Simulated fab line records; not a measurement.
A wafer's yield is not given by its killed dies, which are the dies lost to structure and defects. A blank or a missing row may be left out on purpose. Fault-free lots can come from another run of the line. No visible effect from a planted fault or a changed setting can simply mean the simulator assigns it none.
Chamber matching -- flow n5 finfet -- rie diel-04 running N5_BEOL_M1_ETCH_70: 4 sister chambers
The step etches SOC in N2/H2, target depth 80 nm, overetch 16 nm, time 120 s. 4 wafers are shown with their chamber, then 8 later ones without.

WAFERS WITH THEIR CHAMBER
wafer,chamber,showerhead plenum p Torr (Torr)
L081.5,0,2.51
L087.5,2,2.58
L091.6,3,2.41
L094.1,1,2.33

WAFERS WITHOUT THEIR CHAMBER
wafer,showerhead plenum p Torr (Torr)
L094.4,2.57
L094.5,2.33
L095.1,2.57
L095.3,2.33
L095.4,2.41
L097.2,2.41
L097.3,2.32
L097.5,2.57

WHICH CHAMBER EACH WENT THROUGH
wafer,from the rows above,in truth
L094.4,2,2
L094.5,1,1
L095.1,2,2
L095.3,1,1
L095.4,3,3
L097.2,3,3
L097.3,1,1
L097.5,2,2
8 of 8 placed correctly. Left unplaced by these rows: 0. Number placed wrongly: 0.
How it was worked out, from the rows above alone: a wafer's distance from a chamber is the root of the sum, over the readings, of the square of ((its reading less the chamber's mean) divided by the reading's scatter). The wafer belongs to the nearest chamber; if the next one is less than 2 further off, it can't be placed. The mean given for a chamber averages the wafers shown for that chamber. The scatter (one wafer shown for each chamber): square how far every hidden wafer sits from the nearest shown wafer, average those squares and take the square root.
